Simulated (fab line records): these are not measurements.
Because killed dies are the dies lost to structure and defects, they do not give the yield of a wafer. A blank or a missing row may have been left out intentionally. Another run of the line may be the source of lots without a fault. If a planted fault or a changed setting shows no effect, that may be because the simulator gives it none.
fab line records :: flow n5Finfet :: part 2 of 2: steps 21 to 27 of 27
record
  lots=5
  wafers=15
  lastDay=19
route steps=1938 shown HKMG_FIN@425
lots with no fault: from the same line, run without faults
startH: hours from the record's first day to the start of the lot's first wafer shown :: waitH: how many hours have passed since the lot's step before this one :: " the same as in the row above :: L1.1+2: one row covering several wafers at once :: - no value, or no start given :: * or withheld: withheld :: < > ~ a bound
route shown NAME@n: a module of which the file shows steps, and the number in the route of the first :: usual: average and standard deviation across the fault-free wafers :: same: alike in all rows :: chamber/n: place in a boat :: sites: per-site readings :: _std_site: the standard deviation of these :: _edge_site: mean of outer sites minus mean of inner sites :: radiusMm: how far each site lies from the wafer's centre :: mask NAME#n: copy n :: behind: the last tool/chamber to shape the wafer :: hold: the reason the lot was held/the length of the hold in hours/how it ended :: device: which transistor (n, p or np) failed to switch :: end of line: the tests these same wafers got at the end of their route :: a step without rows: its recipe alone :: killed: dies that structure and defects cost at the first sort, which is not the same as the wafer's yield :: map: the dies of a wafer, with x for killed, . for not killed, _ for no die there
set.NAME: the setting that was run; set.NAME@STEP: the one run at that earlier step :: model.NAME: the simulator's own value behind a step, which no gauge read
a table for each step, a row for each wafer; lots at some steps of the route
services: when a tool's chamber went out of use (startH, in hours from the record's first day, below 0 if earlier), for how many hours, and the reason
## steps
# step N5_HKMG_FIN_STRIP_89
# recipe
  chemistry=N2/H2
  material=SOC
  timeS=20
  powerW=500
  tempC=40
  pressureMtorr=50
  rfFrequencyHz=6e+07
  biasPowerW=8
  h2Frac=0.5
  n2FlowSccm=300
  h2FlowSccm=300
# usual
  drypumpMotorCurrentA=5.9/0.35
  oesProductAu=0.80/0.088
  rfVppV=54.4/0.94
  showerheadPlenumPTorr=3.40/0.15
  throttleValvePct=19.02/0.26
lot.wafer: L083.2
tool: rieDiel-02
chamber: 1
startH: 135.36
waitH: 0.0
drypumpMotorCurrentA: 5.5
oesProductAu: 0.83
rfHoursCounterH: 67
rfVppV: 56.1
showerheadPlenumPTorr: 3.54
throttleValvePct: 18.76

lot.wafer: L083.4
tool: rieDiel-02
chamber: 3
startH: 135.36
waitH: 0.0
drypumpMotorCurrentA: 5.9
oesProductAu: 0.74
rfHoursCounterH: 172
rfVppV: 55.0
showerheadPlenumPTorr: 3.49
throttleValvePct: 19.10

lot.wafer: L083.6
tool: rieDiel-02
chamber: 2
startH: 135.36
waitH: 0.0
drypumpMotorCurrentA: 6.4
oesProductAu: 0.68
rfHoursCounterH: -
rfVppV: 54.8
showerheadPlenumPTorr: 3.32
throttleValvePct: 19.46

lot.wafer: L084.3
tool: rieDiel-05
chamber: 0
startH: 138.12
waitH: 0.0
drypumpMotorCurrentA: 5.5
oesProductAu: 0.77
rfHoursCounterH: 151
rfVppV: 55.7
showerheadPlenumPTorr: 3.49
throttleValvePct: 18.70

lot.wafer: L084.4
tool: rieDiel-05
chamber: 3
startH: 138.12
waitH: 0.0
drypumpMotorCurrentA: 6.3
oesProductAu: 0.70
rfHoursCounterH: 225
rfVppV: 56.3
showerheadPlenumPTorr: 3.46
throttleValvePct: 19.42

lot.wafer: L084.6
tool: rieDiel-05
chamber: 2
startH: 138.12
waitH: 0.0
drypumpMotorCurrentA: 5.8
oesProductAu: 0.98
rfHoursCounterH: -
rfVppV: 55.5
showerheadPlenumPTorr: 3.58
throttleValvePct: 18.73

lot.wafer: L085.3
tool: rieDiel-05
chamber: 2
startH: 149.68
waitH: 0.0
drypumpMotorCurrentA: 5.9
oesProductAu: 0.95
rfHoursCounterH: 4
rfVppV: 56.2
showerheadPlenumPTorr: 3.58
throttleValvePct: 18.74

lot.wafer: L085.4
tool: rieDiel-05
chamber: 1
startH: 149.68
waitH: 0.0
drypumpMotorCurrentA: 5.4
oesProductAu: 0.75
rfHoursCounterH: 129
rfVppV: 54.4
showerheadPlenumPTorr: 3.11
throttleValvePct: 19.20

lot.wafer: L085.5
tool: rieDiel-05
chamber: 2
startH: 149.68
waitH: 0.0
drypumpMotorCurrentA: 5.8
oesProductAu: 0.94
rfHoursCounterH: -
rfVppV: 55.1
showerheadPlenumPTorr: 3.58
throttleValvePct: 18.73

lot.wafer: L091.1
tool: rieDiel-05
chamber: 1
startH: 179.07
waitH: 0.0
drypumpMotorCurrentA: 5.4
oesProductAu: 0.75
rfHoursCounterH: 138
rfVppV: 53.1
showerheadPlenumPTorr: 3.11
throttleValvePct: 19.21

lot.wafer: L091.2
tool: rieDiel-05
chamber: 3
startH: 179.07
waitH: 0.0
drypumpMotorCurrentA: 6.3
oesProductAu: 0.70
rfHoursCounterH: 239
rfVppV: 55.2
showerheadPlenumPTorr: 3.45
throttleValvePct: 19.46

lot.wafer: L091.6
tool: rieDiel-05
chamber: 3
startH: 179.07
waitH: 0.0
drypumpMotorCurrentA: 6.3
oesProductAu: 0.70
rfHoursCounterH: -
rfVppV: 54.2
showerheadPlenumPTorr: 3.45
throttleValvePct: 19.45

lot.wafer: L097.1
tool: rieDiel-04
chamber: 1
startH: 213.51
waitH: 0.0
drypumpMotorCurrentA: 6.1
oesProductAu: 0.71
rfHoursCounterH: 226
rfVppV: 53.1
showerheadPlenumPTorr: 3.18
throttleValvePct: 18.85

lot.wafer: L097.3
tool: rieDiel-04
chamber: 2
startH: 213.51
waitH: 0.0
drypumpMotorCurrentA: 6.2
oesProductAu: 0.84
rfHoursCounterH: 71
rfVppV: 54.3
showerheadPlenumPTorr: 3.27
throttleValvePct: 19.20

lot.wafer: L097.5
tool: rieDiel-04
chamber: 1
startH: 213.51
waitH: 0.0
drypumpMotorCurrentA: 6.1
oesProductAu: 0.71
rfHoursCounterH: -
rfVppV: 53.2
showerheadPlenumPTorr: 3.18
throttleValvePct: 18.84
# step N5_HKMG_FIN_WET_ETCH_87
# recipe
  chemistry=SC1
  target=TiN
  mix=1:2:40
  tempC=50
  timeS=154.2
  targetDepthNm=4.7
  dry=ipaMarangoni
  rinseTimeS=30
  rinseTempC=23
# same
  rinseTimeS=30
lot.wafer: L083.2+4+6
tool: wetBench-05
chamber: 7,0,1
startH: 135.47
waitH: 0.1

lot.wafer: L084.3+4+6
tool: wetBench-01
chamber: 1,6,7
startH: 138.22
waitH: 0.1

lot.wafer: L085.3+4+5
tool: wetBench-05
chamber: 3,7,5
startH: 149.78
waitH: 0.1

lot.wafer: L091.1+2+6
tool: wetBench-06
chamber: 3,4,1
startH: 179.17
waitH: 0.1

lot.wafer: L097.1+3+5
tool: wetBench-05
chamber: 2,3,7
startH: 213.61
waitH: 0.1
# step N5_HKMG_FIN_STRIP_88
# recipe
  chemistry=N2/H2
  powerW=2500
  tempC=300
  h2Frac=0.65
  timeS=360
  pressureMtorr=withheld
  n2FlowSccm=1750
  h2FlowSccm=3250
# usual
  drypumpMotorCurrentA=5.34/0.25
  heaterPowerW=486/23
lot.wafer: L083.2
tool: plasmaAsher-01
chamber: 1
startH: 135.56
waitH: 0.0
drypumpMotorCurrentA: 5.64
heaterPowerW: 518
rfHoursCounterH: 98

lot.wafer: L083.4
tool: plasmaAsher-01
chamber: 1
startH: 135.56
waitH: 0.0
drypumpMotorCurrentA: 5.63
heaterPowerW: 514
rfHoursCounterH: -

lot.wafer: L083.6
tool: plasmaAsher-01
chamber: 1
startH: 135.56
waitH: 0.0
drypumpMotorCurrentA: 5.64
heaterPowerW: 510
rfHoursCounterH: -

lot.wafer: L084.3
tool: plasmaAsher-02
chamber: 0
startH: 138.43
waitH: 0.1
drypumpMotorCurrentA: 5.23
heaterPowerW: 478
rfHoursCounterH: -

lot.wafer: L084.4
tool: plasmaAsher-02
chamber: 1
startH: 138.43
waitH: 0.1
drypumpMotorCurrentA: 5.52
heaterPowerW: 503
rfHoursCounterH: -

lot.wafer: L084.6
tool: plasmaAsher-02
chamber: 1
startH: 138.43
waitH: 0.1
drypumpMotorCurrentA: 5.52
heaterPowerW: 514
rfHoursCounterH: -

lot.wafer: L085.3
tool: plasmaAsher-02
chamber: 0
startH: 149.99
waitH: 0.1
drypumpMotorCurrentA: 5.20
heaterPowerW: 459
rfHoursCounterH: -

lot.wafer: L085.4
tool: plasmaAsher-02
chamber: 1
startH: 149.99
waitH: 0.1
drypumpMotorCurrentA: 5.52
heaterPowerW: 506
rfHoursCounterH: -

lot.wafer: L085.5
tool: plasmaAsher-02
chamber: 1
startH: 149.99
waitH: 0.1
drypumpMotorCurrentA: 5.50
heaterPowerW: 498
rfHoursCounterH: -

lot.wafer: L091.1
tool: plasmaAsher-02
chamber: 1
startH: 179.26
waitH: 0.0
drypumpMotorCurrentA: 5.51
heaterPowerW: 506
rfHoursCounterH: 54

lot.wafer: L091.2
tool: plasmaAsher-02
chamber: 0
startH: 179.26
waitH: 0.0
drypumpMotorCurrentA: 5.23
heaterPowerW: 473
rfHoursCounterH: 54

lot.wafer: L091.6
tool: plasmaAsher-02
chamber: 0
startH: 179.26
waitH: 0.0
drypumpMotorCurrentA: 5.22
heaterPowerW: 466
rfHoursCounterH: -

lot.wafer: L097.1
tool: plasmaAsher-01
chamber: 0
startH: 213.70
waitH: 0.0
drypumpMotorCurrentA: 4.98
heaterPowerW: 465
rfHoursCounterH: 114

lot.wafer: L097.3
tool: plasmaAsher-01
chamber: 1
startH: 213.70
waitH: 0.0
drypumpMotorCurrentA: 5.66
heaterPowerW: 503
rfHoursCounterH: -

lot.wafer: L097.5
tool: plasmaAsher-01
chamber: 0
startH: 213.70
waitH: 0.0
drypumpMotorCurrentA: 5.00
heaterPowerW: 460
rfHoursCounterH: -
# step N5_HKMG_FIN_NWFM_ALD_20
# recipe
  material=TiAlC
  targetThkA=20
  tempC=300
  aldPrecursorFamily=TiCl4
  aldCoReactant=TEA
  pulseTimeS=3
  purgeTimeS=2
  coReactantPurgeTimeS=2
  coReactantPulseTimeS=10
  aldCycles=7
  pressureTorr=3
# usual
  heaterPowerW=502/54
  precursorPulseHeightRel=1.002/0.02
lot.wafer: L083.2
tool: aldMetal-02
chamber: 1
startH: 135.94
waitH: 0.3
heaterPowerW: 484
precursorPulseHeightRel: 1.016

lot.wafer: L083.4
tool: aldMetal-02
chamber: 3
startH: 135.94
waitH: 0.3
heaterPowerW: 489
precursorPulseHeightRel: 0.992

lot.wafer: L083.6
tool: aldMetal-02
chamber: 1
startH: 135.94
waitH: 0.3
heaterPowerW: 493
precursorPulseHeightRel: 0.970

lot.wafer: L084.3
tool: aldMetal-02
chamber: 0
startH: 138.70
waitH: 0.1
heaterPowerW: 599
precursorPulseHeightRel: 1.002

lot.wafer: L084.4
tool: aldMetal-02
chamber: 2
startH: 138.70
waitH: 0.1
heaterPowerW: 528
precursorPulseHeightRel: 0.987

lot.wafer: L084.6
tool: aldMetal-02
chamber: 0
startH: 138.70
waitH: 0.1
heaterPowerW: 591
precursorPulseHeightRel: 1.008

lot.wafer: L085.3
tool: aldMetal-02
chamber: 1
startH: 150.25
waitH: 0.1
heaterPowerW: 493
precursorPulseHeightRel: 1.025

lot.wafer: L085.4
tool: aldMetal-02
chamber: 0
startH: 150.25
waitH: 0.1
heaterPowerW: 587
precursorPulseHeightRel: 0.990

lot.wafer: L085.5
tool: aldMetal-02
chamber: 0
startH: 150.25
waitH: 0.1
heaterPowerW: 579
precursorPulseHeightRel: 1.011

lot.wafer: L091.1
tool: aldMetal-02
chamber: 2
startH: 179.64
waitH: 0.3
heaterPowerW: 528
precursorPulseHeightRel: 1.040

lot.wafer: L091.2
tool: aldMetal-02
chamber: 3
startH: 179.64
waitH: 0.3
heaterPowerW: 497
precursorPulseHeightRel: 1.006

lot.wafer: L091.6
tool: aldMetal-02
chamber: 0
startH: 179.64
waitH: 0.3
heaterPowerW: 590
precursorPulseHeightRel: 0.974

lot.wafer: L097.1
tool: aldMetal-01
chamber: 0
startH: 214.08
waitH: 0.3
heaterPowerW: 396
precursorPulseHeightRel: 1.004

lot.wafer: L097.3
tool: aldMetal-01
chamber: 2
startH: 214.08
waitH: 0.3
heaterPowerW: 553
precursorPulseHeightRel: 0.980

lot.wafer: L097.5
tool: aldMetal-01
chamber: 2
startH: 214.08
waitH: 0.3
heaterPowerW: 556
precursorPulseHeightRel: 1.013
# step N5_HKMG_FIN_ALD_71
# recipe
  material=TiN
  targetThkA=10
  tempC=400
  aldPrecursorFamily=TiCl4
  aldCoReactant=NH3
  pulseTimeS=1
  purgeTimeS=3
  coReactantPurgeTimeS=2
  coReactantPulseTimeS=2
  aldCycles=47
  pressureTorr=3
# usual
  heaterPowerW=892/96
  precursorPulseHeightRel=0.999/0.02
lot.wafer: L083.2
tool: aldMetal-02
chamber: 1
startH: 136.04
waitH: 0.0
heaterPowerW: 871
precursorPulseHeightRel: 1.004

lot.wafer: L083.4
tool: aldMetal-02
chamber: 3
startH: 136.04
waitH: 0.0
heaterPowerW: 902
precursorPulseHeightRel: 0.982

lot.wafer: L083.6
tool: aldMetal-02
chamber: 1
startH: 136.04
waitH: 0.0
heaterPowerW: 868
precursorPulseHeightRel: 0.996

lot.wafer: L084.3
tool: aldMetal-02
chamber: 0
startH: 138.80
waitH: 0.0
heaterPowerW: 1036
precursorPulseHeightRel: 1.026

lot.wafer: L084.4
tool: aldMetal-02
chamber: 2
startH: 138.80
waitH: 0.0
heaterPowerW: 930
precursorPulseHeightRel: 1.002

lot.wafer: L084.6
tool: aldMetal-02
chamber: 0
startH: 138.80
waitH: 0.0
heaterPowerW: 1047
precursorPulseHeightRel: 1.015

lot.wafer: L085.3
tool: aldMetal-02
chamber: 1
startH: 150.35
waitH: 0.0
heaterPowerW: 851
precursorPulseHeightRel: 0.994

lot.wafer: L085.4
tool: aldMetal-02
chamber: 0
startH: 150.35
waitH: 0.0
heaterPowerW: 1031
precursorPulseHeightRel: 1.039

lot.wafer: L085.5
tool: aldMetal-02
chamber: 0
startH: 150.35
waitH: 0.0
heaterPowerW: 1062
precursorPulseHeightRel: 0.983

lot.wafer: L091.1
tool: aldMetal-02
chamber: 2
startH: 179.74
waitH: 0.0
heaterPowerW: 918
precursorPulseHeightRel: 0.979

lot.wafer: L091.2
tool: aldMetal-02
chamber: 3
startH: 179.74
waitH: 0.0
heaterPowerW: 866
precursorPulseHeightRel: 0.975

lot.wafer: L091.6
tool: aldMetal-02
chamber: 0
startH: 179.74
waitH: 0.0
heaterPowerW: 1057
precursorPulseHeightRel: 1.018

lot.wafer: L097.1
tool: aldMetal-01
chamber: 0
startH: 214.18
waitH: 0.0
heaterPowerW: 705
precursorPulseHeightRel: 1.015

lot.wafer: L097.3
tool: aldMetal-01
chamber: 2
startH: 214.18
waitH: 0.0
heaterPowerW: 993
precursorPulseHeightRel: 1.014

lot.wafer: L097.5
tool: aldMetal-01
chamber: 2
startH: 214.18
waitH: 0.0
heaterPowerW: 976
precursorPulseHeightRel: 0.987
# step N5_HKMG_FIN_COAT_66
# recipe
  resist=SOC
  tempC=250
  timeS=60
  spinRpm=1500
  resistThkNm=300
# usual
  dispensePressureKPa=51.4/2.1
lot.wafer: L083.2
tool: lithoTrack-04
chamber: 0
startH: 136.32
waitH: 0.2
dispensePressureKPa: 49.2

lot.wafer: L083.4
tool: lithoTrack-04
chamber: 0
startH: 136.32
waitH: 0.2
dispensePressureKPa: 49.3

lot.wafer: L083.6
tool: lithoTrack-04
chamber: 0
startH: 136.32
waitH: 0.2
dispensePressureKPa: 49.2

lot.wafer: L084.3
tool: lithoTrack-04
chamber: 0
startH: 139.08
waitH: 0.2
dispensePressureKPa: 49.2

lot.wafer: L084.4
tool: lithoTrack-04
chamber: 0
startH: 139.08
waitH: 0.2
dispensePressureKPa: 49.2

lot.wafer: L084.6
tool: lithoTrack-04
chamber: 0
startH: 139.08
waitH: 0.2
dispensePressureKPa: 49.3

lot.wafer: L085.3
tool: lithoTrack-05
chamber: 0
startH: 150.64
waitH: 0.2
dispensePressureKPa: 49.8

lot.wafer: L085.4
tool: lithoTrack-05
chamber: 0
startH: 150.64
waitH: 0.2
dispensePressureKPa: 49.8

lot.wafer: L085.5
tool: lithoTrack-05
chamber: 0
startH: 150.64
waitH: 0.2
dispensePressureKPa: 49.9

lot.wafer: L091.1
tool: lithoTrack-04
chamber: 0
startH: 180.01
waitH: 0.2
dispensePressureKPa: 49.3

lot.wafer: L091.2
tool: lithoTrack-04
chamber: 0
startH: 180.01
waitH: 0.2
dispensePressureKPa: 49.2

lot.wafer: L091.6
tool: lithoTrack-04
chamber: 0
startH: 180.01
waitH: 0.2
dispensePressureKPa: 49.3

lot.wafer: L097.1
tool: lithoTrack-01
chamber: 0
startH: 214.46
waitH: 0.2
dispensePressureKPa: 53.6

lot.wafer: L097.3
tool: lithoTrack-01
chamber: 0
startH: 214.46
waitH: 0.2
dispensePressureKPa: 53.6

lot.wafer: L097.5
tool: lithoTrack-01
chamber: 0
startH: 214.46
waitH: 0.2
dispensePressureKPa: 53.7
# step N5_HKMG_FIN_ETCH_67
# recipe
  chemistry=N2/H2
  target=SOC
  targetDepthA=3889
  stopOn=TiN
  ionEnergyEv=100
  biasW=61
  pressureMtorr=30
  sourceW=850
  n2FlowSccm=200
  h2FlowSccm=200
# usual
  drypumpMotorCurrentA=6.0/0.34
  oesProductAu=0.79/0.078
  rfVppV=241.0/1.6
  showerheadPlenumPTorr=2.57/0.11
  throttleValvePct=17.74/0.18
lot.wafer: L083.2
tool: rieDiel-05
chamber: 0
startH: 136.38
waitH: -
drypumpMotorCurrentA: 5.6
oesProductAu: 0.76
rfHoursCounterH: 150
rfVppV: 242.1
showerheadPlenumPTorr: 2.65
throttleValvePct: 17.61

lot.wafer: L083.4
tool: rieDiel-05
chamber: 1
startH: 136.38
waitH: -
drypumpMotorCurrentA: 5.4
oesProductAu: 0.76
rfHoursCounterH: -
rfVppV: 240.4
showerheadPlenumPTorr: 2.35
throttleValvePct: 17.97

lot.wafer: L083.6
tool: rieDiel-05
chamber: 3
startH: 136.38
waitH: -
drypumpMotorCurrentA: 6.3
oesProductAu: 0.70
rfHoursCounterH: -
rfVppV: 241.8
showerheadPlenumPTorr: 2.62
throttleValvePct: 18.08

lot.wafer: L084.3
tool: rieDiel-04
chamber: 1
startH: 139.18
waitH: -
drypumpMotorCurrentA: 6.1
oesProductAu: 0.73
rfHoursCounterH: 197
rfVppV: 239.6
showerheadPlenumPTorr: 2.41
throttleValvePct: 17.65

lot.wafer: L084.4
tool: rieDiel-04
chamber: 2
startH: 139.18
waitH: -
drypumpMotorCurrentA: 6.1
oesProductAu: 0.87
rfHoursCounterH: 43
rfVppV: 239.4
showerheadPlenumPTorr: 2.48
throttleValvePct: 17.93

lot.wafer: L084.6
tool: rieDiel-04
chamber: 0
startH: 139.18
waitH: -
drypumpMotorCurrentA: 6.4
oesProductAu: 0.91
rfHoursCounterH: -
rfVppV: 242.1
showerheadPlenumPTorr: 2.70
throttleValvePct: 17.52

lot.wafer: L085.3
tool: rieDiel-02
chamber: 1
startH: 150.69
waitH: -
drypumpMotorCurrentA: 5.5
oesProductAu: 0.82
rfHoursCounterH: 73
rfVppV: 242.1
showerheadPlenumPTorr: 2.68
throttleValvePct: 17.66

lot.wafer: L085.4
tool: rieDiel-02
chamber: 2
startH: 150.69
waitH: -
drypumpMotorCurrentA: 6.4
oesProductAu: 0.67
rfHoursCounterH: 236
rfVppV: 240.9
showerheadPlenumPTorr: 2.51
throttleValvePct: 18.10

lot.wafer: L085.5
tool: rieDiel-02
chamber: 3
startH: 150.69
waitH: -
drypumpMotorCurrentA: 5.9
oesProductAu: 0.74
rfHoursCounterH: -
rfVppV: 243.1
showerheadPlenumPTorr: 2.64
throttleValvePct: 17.72

lot.wafer: L091.1
tool: rieDiel-04
chamber: 0
startH: 180.23
waitH: -
drypumpMotorCurrentA: 6.4
oesProductAu: 0.87
rfHoursCounterH: 44
rfVppV: 242.7
showerheadPlenumPTorr: 2.69
throttleValvePct: 17.54

lot.wafer: L091.2
tool: rieDiel-04
chamber: 3
startH: 180.23
waitH: -
drypumpMotorCurrentA: 6.0
oesProductAu: 0.73
rfHoursCounterH: 200
rfVppV: 240.6
showerheadPlenumPTorr: 2.52
throttleValvePct: 17.77

lot.wafer: L091.6
tool: rieDiel-04
chamber: 1
startH: 180.23
waitH: -
drypumpMotorCurrentA: 6.1
oesProductAu: 0.72
rfHoursCounterH: -
rfVppV: 238.6
showerheadPlenumPTorr: 2.41
throttleValvePct: 17.69

lot.wafer: L097.1
tool: rieDiel-04
chamber: 3
startH: 214.52
waitH: -
drypumpMotorCurrentA: 6.0
oesProductAu: 0.71
rfHoursCounterH: 212
rfVppV: 241.2
showerheadPlenumPTorr: 2.52
throttleValvePct: 17.78

lot.wafer: L097.3
tool: rieDiel-04
chamber: 0
startH: 214.52
waitH: -
drypumpMotorCurrentA: 6.4
oesProductAu: 0.87
rfHoursCounterH: 56
rfVppV: 241.9
showerheadPlenumPTorr: 2.69
throttleValvePct: 17.58

lot.wafer: L097.5
tool: rieDiel-04
chamber: 0
startH: 214.52
waitH: -
drypumpMotorCurrentA: 6.4
oesProductAu: 0.86
rfHoursCounterH: -
rfVppV: 243.8
showerheadPlenumPTorr: 2.69
throttleValvePct: 17.56
## services
tool: rieDiel-02
chamber: 2
startH: 113.74
hours: 6.6
kind: repair

tool: arfiScanner-01
chamber: 0
startH: 119.32
hours: -
kind: calibration

tool: arfiScanner-02
chamber: 0
startH: 120.86
hours: -
kind: calibration

tool: arfiScanner-03
chamber: -
startH: 124.16
hours: 1.0
kind: pm

tool: aldMetal-01
chamber: -
startH: 131.81
hours: 8.7
kind: pm

tool: arfiScanner-02
chamber: -
startH: 143.00
hours: 1.3
kind: pm

tool: arfiScanner-03
chamber: 0
startH: 145.05
hours: -
kind: calibration

tool: arfiScanner-02
chamber: -
startH: 146.73
hours: 1.0
kind: pm

tool: arfiScanner-02
chamber: -
startH: 147.73
hours: 1.0
kind: pm

tool: arfiScanner-01
chamber: -
startH: 154.54
hours: 0.4
kind: repair

tool: arfiScanner-01
chamber: -
startH: 162.62
hours: 0.8
kind: pm

tool: aldMetal-03
chamber: -
startH: 163.31
hours: 12.9
kind: repair

tool: arfiScanner-03
chamber: -
startH: 164.08
hours: 1.3
kind: pm

tool: arfiScanner-03
chamber: -
startH: 173.72
hours: 2.4
kind: repair

tool: arfiScanner-01
chamber: -
startH: 180.61
hours: 4.9
kind: pm

tool: lithoTrack-01
chamber: -
startH: 182.59
hours: -
kind: consumableReplace:filter

tool: arfiScanner-01
chamber: -
startH: 185.87
hours: 1.3
kind: pm

tool: rieDiel-02
chamber: 2
startH: 193.76
hours: -
kind: clean

tool: rieDiel-02
chamber: 2
startH: 193.76
hours: -
kind: consumableReplace:focusRing

tool: rieDiel-02
chamber: 2
startH: 193.76
hours: 21.7
kind: scheduledDown

tool: rieDiel-02
chamber: 2
startH: 193.76
hours: 21.7
kind: ventCycle
